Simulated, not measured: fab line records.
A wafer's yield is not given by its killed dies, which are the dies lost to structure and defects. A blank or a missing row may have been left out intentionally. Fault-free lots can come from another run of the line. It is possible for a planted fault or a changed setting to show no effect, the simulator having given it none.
fab line records + flow nand-harc
[record]
- lots = 12
- wafers = 36
- last-day = 34
route steps=1302 shown A_CONTACT@1066 END@1302
lots with no fault: from the same line, run without faults
start-h: the number of hours between the record's first day and the start of the first shown wafer of the lot + wait-h: hours elapsed since this lot's preceding step + " same as the row above + L1.1+2: several wafers, shown together as one row + - no value, or no start was given + * or withheld: withheld + < > ~ a bound
route shown NAME@n: names a module that has steps shown in the file, with the first one's number in the route + usual: the fault-free wafers' mean and standard deviation + same: alike in all rows + chamber/n: place in a boat + sites: readings site by site + _std_site: standard deviation across them + _edge_site: the outer-site mean with the inner-site mean subtracted + radius-mm: for every site, how far away it sits from the centre of the wafer + mask NAME#n: copy n + behind: the most recent tool/chamber to have shaped the wafer + hold: cause of the lot's hold/its duration in hours/its outcome + device: transistor that didn't switch, given as n, p or np + end of line: at the end of the route, the tests of the same wafers + where a step has no rows: the recipe by itself + killed: dies that structure and defects cost at the first sort, which is not the same as the wafer's yield + map: a wafer's dies, x killed, . not, _ none there
set.NAME: the setting that was run; set.NAME@STEP: the one run at that earlier step + model.NAME: the simulator's own value behind a step, which no gauge read
the route's steps for a sample of lots (tables are steps, rows are wafers)
services: a tool's chamber out of use, with start hour (start-h, from the record's first day; less than 0 if before it), hours out, and reason
[[steps]]
[step NHARC_A_CONTACT_DEP_84]
[recipe]
- target-thk-a = 28000
- temp-c = 400
- material = aC
[usual]
- throttle-valve-pct = 35.001/0.0088
| lot.wafer | tool       | chamber | start-h | wait-h | throttle-valve-pct |
|-----------|------------|---------|---------|--------|--------------------|
| L224.2    | acl-dep-01 | 0       | 516.02  | -      | 35.001             |
| L224.5    | "          | 0       | "       | "      | 34.996             |
| L224.6    | "          | 0       | "       | "      | 34.998             |
| L225.1    | acl-dep-03 | 0       | 534.62  | -      | 34.984             |
| L225.2    | "          | 0       | "       | "      | 35.008             |
| L225.6    | "          | 0       | 536.07  | -      | 34.986             |
| L229.3    | acl-dep-03 | 0       | 575.03  | -      | 34.998             |
| L229.5    | "          | 0       | "       | "      | 35.012             |
| L229.6    | "          | 0       | "       | "      | 35.004             |
| L228.2    | acl-dep-03 | 0       | 576.47  | -      | 35.014             |
| L228.3    | "          | 0       | "       | "      | 35.016             |
| L228.4    | "          | 0       | "       | "      | 34.998             |
| L231.1    | acl-dep-01 | 0       | 590.81  | -      | 34.998             |
| L231.2    | "          | 0       | "       | "      | 34.987             |
| L231.4    | "          | 0       | "       | "      | 34.988             |
| L234.1    | acl-dep-01 | 0       | 612.86  | -      | 35.002             |
| L234.3    | "          | 0       | "       | "      | 34.995             |
| L234.6    | "          | 0       | "       | "      | 34.989             |
| L233.2    | acl-dep-03 | 0       | 617.47  | -      | 35.007             |
| L233.4    | "          | 0       | "       | "      | 34.997             |
| L233.5    | "          | 0       | "       | "      | 35.012             |
| L243.1    | acl-dep-03 | 0       | 705.26  | -      | 35.013             |
| L243.4    | "          | 0       | "       | "      | 35.010             |
| L243.6    | "          | 0       | "       | "      | 35.001             |
| L242.4    | acl-dep-02 | 0       | 709.20  | -      | 34.990             |
| L242.5    | "          | 0       | "       | "      | 35.006             |
| L242.6    | "          | 0       | "       | "      | 34.994             |
| L244.1    | acl-dep-03 | 0       | 725.51  | -      | 35.004             |
| L244.3    | "          | 0       | "       | "      | 35.006             |
| L244.6    | "          | 0       | "       | "      | 34.990             |
| L245.1    | acl-dep-03 | 0       | 740.98  | -      | 35.005             |
| L245.4    | "          | 0       | "       | "      | 35.010             |
| L245.6    | "          | 0       | "       | "      | 35.003             |
| L246.2    | acl-dep-03 | 0       | 757.27  | -      | 35.017             |
| L246.3    | "          | 0       | "       | "      | 35.015             |
| L246.5    | "          | 0       | "       | "      | 35.011             |
[step NHARC_A_CONTACT_DESCUM_13]
[recipe]
- time-s = 3
- o2-flow-sccm = 200
- ar-flow-sccm = 0
- bias-power-w = 0
- chemistry = O2
[usual]
- drypump-motor-current-A = 6.1/0.42
- oes-product-au = 1.004/0.0092
- rf-vpp-V = 57.7/0.93
- showerhead-plenum-p-Torr = 1.89/0.082
- throttle-valve-pct = 11.311/0.0083
[same]
- bias-power-w = 0
- time-s = 3
| lot.wafer | tool        | chamber | start-h | wait-h | drypump-motor-current-A | oes-product-au | rf-hours-counter-h | rf-vpp-V | showerhead-plenum-p-Torr | throttle-valve-pct |
|-----------|-------------|---------|---------|--------|-------------------------|----------------|--------------------|----------|--------------------------|--------------------|
| L224.2    | rie-diel-08 | 0       | 518.26  | 0.1    | 6.4                     | 1.015          | 50                 | 56.1     | 1.92                     | 11.320             |
| L224.6    | "           | 3       | "       | "      | 6.3                     | 1.008          | -                  | 57.4     | 1.83                     | 11.320             |
| L224.5    | "           | 0       | "       | "      | 6.4                     | 1.000          | -                  | 58.2     | 1.92                     | 11.318             |
| L225.2    | rie-diel-12 | 3       | 537.88  | 0.6    | 5.8                     | 1.012          | 15                 | 58.2     | 1.82                     | 11.308             |
| L225.1    | "           | 2       | "       | "      | 5.6                     | 1.013          | 16                 | 55.4     | 1.93                     | 11.312             |
| L225.6    | "           | 3       | "       | "      | 5.8                     | 1.021          | -                  | 58.4     | 1.82                     | 11.304             |
| L229.3    | rie-diel-12 | 0       | 577.12  | 0.1    | 6.6                     | 0.999          | 21                 | 57.9     | 1.89                     | 11.315             |
| L229.6    | "           | 3       | "       | "      | 5.8                     | 1.018          | -                  | 56.5     | 1.82                     | 11.304             |
| L229.5    | "           | 0       | "       | "      | 6.7                     | 0.992          | -                  | 58.5     | 1.89                     | 11.303             |
| L228.2    | rie-diel-12 | 2       | 578.86  | 0.1    | 5.5                     | 1.012          | 24                 | 57.1     | 1.92                     | 11.319             |
| L228.4    | "           | 3       | "       | "      | 5.8                     | 1.006          | 23                 | 58.2     | 1.82                     | 11.308             |
| L228.3    | "           | 1       | "       | "      | 6.7                     | 0.987          | 22                 | 58.5     | 1.82                     | 11.315             |
| L231.2    | rie-diel-12 | 2       | 593.47  | 0.1    | 5.5                     | 1.017          | 28                 | 57.6     | 1.92                     | 11.301             |
| L231.1    | "           | 3       | "       | "      | 5.8                     | 1.012          | 27                 | 56.8     | 1.82                     | 11.310             |
| L231.4    | "           | 1       | "       | "      | 6.7                     | 1.001          | 25                 | 56.8     | 1.82                     | 11.312             |
| L234.3    | rie-diel-08 | 3       | 615.41  | 0.1    | 6.3                     | 1.013          | 19                 | 57.6     | 1.82                     | 11.309             |
| L234.1    | "           | 1       | "       | "      | 5.9                     | 1.017          | 20                 | 58.5     | 2.03                     | 11.303             |
| L234.6    | "           | 3       | "       | "      | 6.3                     | 1.014          | -                  | 56.9     | 1.82                     | 11.318             |
| L233.4    | rie-diel-09 | 0       | 619.84  | 0.1    | 6.4                     | 0.998          | 31                 | 56.9     | 1.79                     | 11.312             |
| L233.2    | "           | 1       | "       | "      | 5.6                     | 1.004          | 33                 | 56.0     | 2.01                     | 11.303             |
| L233.5    | "           | 0       | "       | "      | 6.4                     | 1.000          | -                  | 58.2     | 1.79                     | 11.318             |
| L243.4    | rie-diel-08 | 0       | 707.80  | 0.1    | 6.4                     | 1.004          | 50                 | 57.8     | 1.90                     | 11.310             |
| L243.1    | "           | 1       | "       | "      | 5.9                     | 1.021          | 52                 | 58.4     | 2.02                     | 11.320             |
| L243.6    | "           | 3       | "       | "      | 6.3                     | 1.024          | -                  | 57.4     | 1.81                     | 11.303             |
| L242.4    | rie-diel-12 | 1       | 711.03  | 0.1    | 6.7                     | 0.999          | 14                 | 57.6     | 1.81                     | 11.309             |
| L242.5    | "           | 3       | "       | "      | 5.8                     | 1.010          | -                  | 57.2     | 1.81                     | 11.315             |
| L242.6    | "           | 0       | "       | "      | 6.6                     | 0.994          | -                  | 57.4     | 1.88                     | 11.318             |
| L244.3    | rie-diel-09 | 3       | 728.02  | 0.1    | 6.0                     | 1.014          | 11                 | 56.7     | 1.96                     | 11.306             |
| L244.1    | "           | 2       | "       | "      | 6.3                     | 1.006          | 10                 | 58.2     | 1.79                     | 11.320             |
| L244.6    | "           | 1       | "       | "      | 5.6                     | 1.007          | -                  | 58.1     | 2.00                     | 11.312             |
| L245.1    | rie-diel-09 | 1       | 743.64  | 0.1    | 5.5                     | 1.005          | 19                 | 59.2     | 2.00                     | 11.314             |
| L245.4    | "           | 3       | "       | "      | 6.0                     | 1.009          | -                  | 56.9     | 1.96                     | 11.313             |
| L245.6    | "           | 1       | "       | "      | 5.6                     | 1.002          | -                  | 57.2     | 2.00                     | 11.294             |
| L246.2    | rie-diel-12 | 1       | 759.64  | 0.1    | 6.7                     | 0.982          | 22                 | 56.7     | 1.81                     | 11.324             |
| L246.3    | "           | 2       | "       | "      | 5.5                     | 0.991          | 21                 | 57.1     | 1.91                     | 11.311             |
| L246.5    | "           | 3       | "       | "      | 5.8                     | 1.019          | -                  | 56.7     | 1.81                     | 11.328             |
[step NHARC_A_CONTACT_ETCH_31]
[recipe]
- target-depth-a = 28000
- over-etch-frac = 0.3
- time-s = 728
- ion-energy-ev = 150
- o2-flow-sccm = 400
- cos-flow-sccm = 20
- ar-flow-sccm = 0
- rf-w = 500
- bias-w = 300
- chemistry = O2/COS
[usual]
- bias-w = 300.0/0.95
- chamber-pressure-mTorr = 20.001/0.02
- drypump-motor-current-A = 6.2/0.43
- oes-product-au = 1.000/0.0091
- over-etch-frac = 0.3/0
- rf-vpp-V = 313.7/2.1
- showerhead-plenum-p-Torr = 3.09/0.13
- throttle-valve-pct = 28.331/0.0091
- time-s = 728/0
| lot.wafer | tool        | chamber | start-h | wait-h | bias-w | chamber-pressure-mTorr | drypump-motor-current-A | oes-product-au | over-etch-frac | rf-hours-counter-h | rf-vpp-V | showerhead-plenum-p-Torr | throttle-valve-pct | time-s |
|-----------|-------------|---------|---------|--------|--------|------------------------|-------------------------|----------------|----------------|--------------------|----------|--------------------------|--------------------|--------|
| L224.2    | rie-diel-08 | 0       | 518.95  | -      | 300.2  | 20.003                 | 6.4                     | 1.008          | 0.3            | 50                 | 314.2    | 3.13                     | 28.323             | 728    |
| L224.5    | "           | 2       | "       | "      | 299.6  | 20.025                 | 6.3                     | 0.994          | 0.3            | -                  | 318.3    | 3.35                     | 28.333             | 728    |
| L224.6    | "           | 3       | "       | "      | 300.6  | 19.994                 | 6.3                     | 0.994          | 0.3            | -                  | 312.8    | 2.99                     | 28.316             | 728    |
| L225.2    | rie-diel-12 | 1       | 538.69  | -      | 299.1  | 20.004                 | 6.7                     | 0.994          | 0.3            | 14                 | 311.9    | 2.98                     | 28.334             | 728    |
| L225.1    | "           | 2       | "       | "      | 299.5  | 20.012                 | 5.5                     | 1.008          | 0.3            | 16                 | 314.9    | 3.14                     | 28.324             | 728    |
| L225.6    | "           | 1       | "       | "      | 300.1  | 20.005                 | 6.8                     | 0.982          | 0.3            | -                  | 311.5    | 2.98                     | 28.345             | 728    |
| L229.3    | rie-diel-12 | 0       | 578.20  | -      | 300.9  | 19.982                 | 6.7                     | 1.001          | 0.3            | 21                 | 314.9    | 3.08                     | 28.317             | 728    |
| L229.5    | "           | 0       | "       | "      | 300.2  | 19.975                 | 6.7                     | 0.988          | 0.3            | -                  | 312.5    | 3.08                     | 28.338             | 728    |
| L229.6    | "           | 1       | "       | "      | 300.8  | 19.984                 | 6.7                     | 1.000          | 0.3            | -                  | 310.6    | 2.97                     | 28.324             | 728    |
| L228.3    | rie-diel-12 | 3       | 579.56  | -      | 299.5  | 19.996                 | 5.8                     | 1.013          | 0.3            | 24                 | 312.4    | 2.98                     | 28.328             | 728    |
| L228.2    | "           | 1       | "       | "      | 300.1  | 19.989                 | 6.7                     | 0.998          | 0.3            | 22                 | 310.2    | 2.97                     | 28.331             | 728    |
| L228.4    | "           | 2       | "       | "      | 300.0  | 20.014                 | 5.5                     | 1.016          | 0.3            | 24                 | 314.1    | 3.14                     | 28.347             | 728    |
| L231.2    | rie-diel-12 | 0       | 594.06  | -      | 299.4  | 20.000                 | 6.7                     | 1.003          | 0.3            | 25                 | 314.9    | 3.08                     | 28.340             | 728    |
| L231.4    | "           | 2       | "       | "      | 299.6  | 19.996                 | 5.6                     | 1.011          | 0.3            | 28                 | 313.7    | 3.14                     | 28.329             | 728    |
| L231.1    | "           | 3       | "       | "      | 300.1  | 20.007                 | 5.8                     | 1.015          | 0.3            | 27                 | 313.2    | 2.98                     | 28.336             | 728    |
| L234.3    | rie-diel-08 | 3       | 616.10  | -      | 300.2  | 19.986                 | 6.3                     | 1.015          | 0.3            | 19                 | 313.2    | 2.98                     | 28.318             | 728    |
| L234.1    | "           | 1       | "       | "      | 300.0  | 20.000                 | 5.9                     | 1.006          | 0.3            | 20                 | 317.6    | 3.30                     | 28.339             | 728    |
| L234.6    | "           | 3       | "       | "      | 300.3  | 19.974                 | 6.3                     | 0.996          | 0.3            | -                  | 312.1    | 2.98                     | 28.323             | 728    |
| L233.4    | rie-diel-09 | 1       | 620.49  | -      | 299.8  | 20.025                 | 5.5                     | 1.002          | 0.3            | 34                 | 316.8    | 3.27                     | 28.337             | 728    |
| L233.2    | "           | 2       | "       | "      | 301.8  | 20.022                 | 6.3                     | 1.004          | 0.3            | 37                 | 310.6    | 2.95                     | 28.326             | 728    |
| L233.5    | "           | 0       | "       | "      | 300.1  | 19.973                 | 6.4                     | 1.002          | 0.3            | -                  | 310.6    | 2.93                     | 28.334             | 728    |
| L243.1    | rie-diel-08 | 1       | 708.39  | -      | -      | -                      | -                       | -              | -              | -                  | -        | -                        | -                  | -      |
| L243.4    | "           | 3       | "       | "      | -      | -                      | -                       | -              | -              | -                  | -        | -                        | -                  | -      |
| L243.6    | "           | 2       | "       | "      | -      | -                      | -                       | -              | -              | -                  | -        | -                        | -                  | -      |
| L242.4    | rie-diel-12 | 2       | 711.83  | -      | -      | -                      | -                       | -              | -              | -                  | -        | -                        | -                  | -      |
| L242.6    | "           | 1       | "       | "      | -      | -                      | -                       | -              | -              | -                  | -        | -                        | -                  | -      |
| L242.5    | "           | 2       | "       | "      | -      | -                      | -                       | -              | -              | -                  | -        | -                        | -                  | -      |
| L244.3    | rie-diel-09 | 3       | 728.79  | -      | 302.0  | 20.011                 | 6.0                     | 1.009          | 0.3            | 12                 | 314.2    | 3.19                     | 28.343             | 728    |
| L244.1    | "           | 0       | "       | "      | 300.7  | 20.030                 | 6.4                     | 0.991          | 0.3            | 13                 | 310.4    | 2.92                     | 28.327             | 728    |
| L244.6    | "           | 3       | "       | "      | 302.9  | 20.007                 | 6.0                     | 1.002          | 0.3            | -                  | 314.1    | 3.19                     | 28.329             | 728    |
| L245.1    | rie-diel-09 | 1       | 744.66  | -      | 299.6  | 19.959                 | 5.6                     | 0.997          | 0.3            | 19                 | 316.7    | 3.25                     | 28.317             | 728    |
| L245.4    | "           | 3       | "       | "      | 300.7  | 19.987                 | 6.0                     | 0.997          | 0.3            | -                  | 315.8    | 3.19                     | 28.330             | 728    |
| L245.6    | "           | 1       | "       | "      | 298.6  | 19.999                 | 5.6                     | 1.009          | 0.3            | -                  | 315.2    | 3.25                     | 28.323             | 728    |
| L246.3    | rie-diel-12 | 1       | 760.21  | -      | 300.0  | 20.021                 | 6.7                     | 0.981          | 0.3            | 22                 | 312.0    | 2.96                     | 28.329             | 728    |
| L246.2    | "           | 3       | "       | "      | 299.2  | 20.012                 | 5.8                     | 1.007          | 0.3            | 19                 | 311.7    | 2.97                     | 28.341             | 728    |
| L246.5    | "           | 2       | "       | "      | 300.0  | 20.021                 | 5.5                     | 0.999          | 0.3            | -                  | 312.5    | 3.12                     | 28.337             | 728    |
[step NHARC_A_CONTACT_ETCH_138]
[recipe]
- source-w = withheld
- pressure-mtorr = 20
- bias-v = 1200
- time-s = 311
- target-depth-a = 19140
- ar-flow-sccm = withheld
- c4f8-flow-sccm = withheld
- o2-flow-sccm = withheld
- chemistry = C4F8/O2/Ar
[usual]
- chamber-pressure-mTorr = 19.999/0.017
- oes-air-line-au = 1.003/0.022
[same]
- time-s = 311
| lot.wafer | tool            | chamber | start-h | wait-h | chamber-pressure-mTorr | oes-air-line-au | rf-hours-counter-h |
|-----------|-----------------|---------|---------|--------|------------------------|-----------------|--------------------|
| L224.2    | har-cap-etch-02 | 1       | 520.44  | 0.2    | 20.004                 | 0.990           | 87                 |
| L224.6    | "               | 0       | "       | "      | 19.993                 | 0.973           | -                  |
| L224.5    | "               | 1       | "       | "      | 20.020                 | 1.016           | -                  |
| L225.2    | har-cap-etch-01 | 0       | 540.16  | 0.2    | 20.003                 | 0.977           | 5                  |
| L225.1    | "               | 1       | "       | "      | 19.998                 | 1.050           | 5                  |
| L225.6    | "               | 0       | "       | "      | 19.979                 | 0.987           | -                  |
| L229.3    | har-cap-etch-03 | 1       | 579.88  | 0.2    | 19.977                 | 0.996           | -                  |
| L229.5    | "               | 0       | "       | "      | 19.997                 | 0.991           | -                  |
| L229.6    | "               | 1       | "       | "      | 19.984                 | 1.003           | -                  |
| L228.2    | har-cap-etch-02 | 1       | 581.11  | 0.2    | 19.989                 | 0.978           | 98                 |
| L228.4    | "               | 1       | "       | "      | 19.966                 | 1.009           | -                  |
| L228.3    | "               | 0       | "       | "      | 20.035                 | 0.986           | -                  |
| L231.1    | har-cap-etch-01 | 0       | 595.61  | 0.2    | 20.013                 | 0.984           | 15                 |
| L231.2    | "               | 1       | "       | "      | 19.963                 | 0.993           | 15                 |
| L231.4    | "               | 0       | "       | "      | 20.030                 | 1.008           | -                  |
| L234.1    | har-cap-etch-03 | 1       | 617.73  | 0.2    | 19.998                 | 1.003           | 65                 |
| L234.3    | "               | 1       | "       | "      | 20.004                 | 1.020           | -                  |
| L234.6    | "               | 1       | "       | "      | 19.986                 | 1.038           | -                  |
| L233.2    | har-cap-etch-02 | 1       | 621.99  | 0.2    | 20.000                 | 0.969           | 108                |
| L233.4    | "               | 0       | "       | "      | 19.987                 | 0.979           | -                  |
| L233.5    | "               | 1       | "       | "      | 19.981                 | 0.995           | -                  |
| L243.1    | har-cap-etch-03 | 1       | 709.94  | 0.2    | 19.989                 | 1.002           | 80                 |
| L243.4    | "               | 0       | "       | "      | 20.025                 | 1.036           | -                  |
| L243.6    | "               | 0       | "       | "      | 20.018                 | 1.007           | -                  |
| L242.4    | har-cap-etch-01 | 0       | 713.46  | 0.2    | 19.979                 | 1.027           | -                  |
| L242.5    | "               | 1       | "       | "      | 19.964                 | 0.994           | -                  |
| L242.6    | "               | 0       | "       | "      | 20.011                 | 1.000           | -                  |
| L244.1    | har-cap-etch-01 | 1       | 730.33  | 0.2    | 19.991                 | 1.026           | 36                 |
| L244.3    | "               | 1       | "       | "      | 20.000                 | 0.993           | -                  |
| L244.6    | "               | 1       | "       | "      | 20.001                 | 1.021           | -                  |
| L245.1    | har-cap-etch-02 | 0       | 746.47  | 0.2    | 19.998                 | 1.016           | 129                |
| L245.4    | "               | 0       | "       | "      | 20.007                 | 0.991           | -                  |
| L245.6    | "               | 0       | "       | "      | 19.994                 | 0.976           | -                  |
| L246.2    | har-cap-etch-03 | 1       | 761.75  | 0.2    | 20.007                 | 0.979           | 89                 |
| L246.3    | "               | 1       | "       | "      | 20.010                 | 0.973           | -                  |
| L246.5    | "               | 0       | "       | "      | 20.021                 | 0.968           | -                  |
[step NHARC_END_SORT_01]
[recipe]
- temp-c = 25
[usual]
- killed-at-array = 59/20
- killed-at-other = 0.8/1.2
- killed-at-periphery = 3.5/2.2
- killed-dies = 63/20
- killed-open = 3.3/1.8
- killed-short = 2.6/1.7
[same]
- gross-dies = 677
| lot.wafer | tool      | chamber | start-h | wait-h | killed-at-array | killed-at-other | killed-at-periphery | killed-dies | killed-open | killed-short |
|-----------|-----------|---------|---------|--------|-----------------|-----------------|---------------------|-------------|-------------|--------------|
| L242.4    | prober-01 | 0       | 763.93  | 3.4    | 670             | 2               | 5                   | 677         | 7           | 3            |
| L242.5    | prober-01 | 0       | 764.73  | 3.7    | 667             | 3               | 7                   | 677         | 2           | 3            |
| L242.6    | prober-01 | 0       | 765.52  | 4.0    | 672             | 4               | 1                   | 677         | 2           | 2            |
| L243.1    | prober-02 | 0       | 768.96  | 2.5    | 671             | 0               | 6                   | 677         | 7           | 2            |
| L243.4    | prober-02 | 0       | 771.40  | 3.4    | 669             | 0               | 8                   | 677         | 2           | 2            |
| L243.6    | prober-02 | 0       | 773.03  | 4.1    | 669             | 0               | 8                   | 677         | 5           | 5            |
// killed by level:class
L242.4 A_CONTACT:area-etch=594 A_CHANNEL_HOLE_D2:chamber-film-flake=29 A_SLIT:chamber-film-flake=22 A_CHANNEL_HOLE_D1:chamber-film-flake=12 P_STI:chamber-film-flake=3 A_STAIRCASE:chamber-film-flake=3 P_STI:geometric-particle:open=1 A_ONON_D1:geometric-particle:open=1
L242.5 A_CONTACT:area-etch=607 A_SLIT:chamber-film-flake=27 A_CHANNEL_HOLE_D2:chamber-film-flake=18 A_CHANNEL_HOLE_D1:chamber-film-flake=7 P_M2:chamber-film-flake=3 THIN_TSV:chamber-film-flake=3 P_GATE:chamber-film-flake=2 A_STAIRCASE:chamber-film-flake=2
L242.6 A_CONTACT:area-etch=609 A_CHANNEL_HOLE_D2:chamber-film-flake=24 A_SLIT:chamber-film-flake=21 A_CHANNEL_HOLE_D1:chamber-film-flake=8 THIN_TSV:chamber-film-flake=4 A_DECK1_JOINT:chamber-film-flake=2 A_STAIRCASE:chamber-film-flake=2 A_CONTACT:chamber-film-flake=2
L243.1 A_CONTACT:area-etch=632 A_CHANNEL_HOLE_D1:chamber-film-flake=12 A_SLIT:chamber-film-flake=10 A_STAIRCASE:chamber-film-flake=7 P_CONTACT:geometric-particle:open=2 P_GATE:chamber-film-flake=2 A_M1:chamber-film-flake=2 P_M0:geometric-particle:open=1
L243.4 A_CONTACT:area-etch=627 A_CHANNEL_HOLE_D1:chamber-film-flake=15 A_SLIT:chamber-film-flake=8 A_STAIRCASE:chamber-film-flake=7 A_CONTACT:chamber-film-flake=5 P_ZERO_WELL:chamber-film-flake=3 P_GATE:chamber-film-flake=3 A_WL_FILL:chamber-film-flake=2
L243.6 A_CONTACT:area-etch=629 A_CHANNEL_HOLE_D1:chamber-film-flake=20 A_SLIT:chamber-film-flake=7 A_STAIRCASE:chamber-film-flake=4 P_GATE:chamber-film-flake=3 P_CONTACT:geometric-particle:short=1 P_CONTACT:geometric-particle:open=1 A_ONON_D1:geometric-particle:open=1
[[services]]
| tool            | chamber | start-h | hours | kind   |
|-----------------|---------|---------|-------|--------|
| har-cap-etch-01 | -       | 497.00  | 17.0  | pm     |
| rie-diel-09     | -       | 498.03  | 9.0   | pm     |
| rie-diel-12     | 0       | 508.71  | 7.2   | repair |
| rie-diel-09     | 1       | 527.53  | 4.6   | repair |
| rie-diel-08     | -       | 547.21  | 9.0   | pm     |
| rie-diel-12     | 3       | 598.73  | 8.6   | repair |
| rie-diel-08     | 3       | 608.46  | 5.6   | repair |
| rie-diel-09     | 2       | 613.41  | 2.0   | repair |
| rie-diel-08     | 0       | 613.68  | 2.7   | repair |
| rie-diel-12     | -       | 622.58  | 9.0   | pm     |
| acl-dep-03      | -       | 649.05  | 5.0   | repair |
| rie-diel-12     | 2       | 654.34  | 7.6   | repair |
| har-cap-etch-03 | -       | 657.23  | 0.2   | repair |
| acl-dep-03      | -       | 662.95  | 13.0  | pm     |
| rie-diel-08     | -       | 671.24  | 1.1   | repair |
| rie-diel-09     | -       | 675.22  | 9.0   | pm     |
| rie-diel-08     | -       | 685.94  | 0.4   | repair |
| rie-diel-12     | 3       | 686.72  | 7.7   | repair |
| rie-diel-12     | 3       | 723.42  | 5.7   | repair |
| rie-diel-09     | 0       | 724.04  | 4.4   | repair |
| rie-diel-08     | -       | 724.21  | 9.0   | pm     |
| rie-diel-09     | 2       | 737.16  | 8.6   | repair |
| rie-diel-09     | 0       | 742.31  | 3.9   | repair |
| har-cap-etch-02 | -       | 756.68  | 17.0  | pm     |
[[key]]
[first-sign]
- step = NHARC_A_CONTACT_ETCH_31
- reading = tool-record
- direction = missing
[effect]
- step = NHARC_END_SORT_01
- reading = killed-at-array
- direction = up
- sigmas = 31
- usual = 59
- struck = 670
[more-kills-born-at]
- NHARC_A_CONTACT_ETCH_31@rie-diel-08 = 1888
- NHARC_A_CONTACT_ETCH_31@rie-diel-12 = 1810
met-at NHARC_A_CONTACT_ETCH_31
struck-lots L242,L243
later-rows-left-out L242.4,L242.5,L242.6,L243.1,L243.4,L243.6
tester-left-out L242,L243
not-acting-at NHARC_A_CONTACT_DEP_84,NHARC_A_CONTACT_DESCUM_13,NHARC_A_CONTACT_ETCH_138
onset-between 616.10 708.39
[fault]
- kind = skipped-step-whole
- tool = rie-diel-08,rie-diel-12
- chamber = -
- onset-h = 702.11
- steps = NHARC_A_CONTACT_ETCH_31
- scope = struck-lots-only
// tester-left-out: of these lots the tester's yield and bins aren't shown, on N5 and GAA mostly nor the transistor test; their killed dies are dies lost to structure and defects alone, not to doping, threshold or leakage, so they don't give the yield
// later-rows-left-out: the simulator's readings of these wafers behind a module that went badly wrong aren't trusted and aren't shown, but for the sort
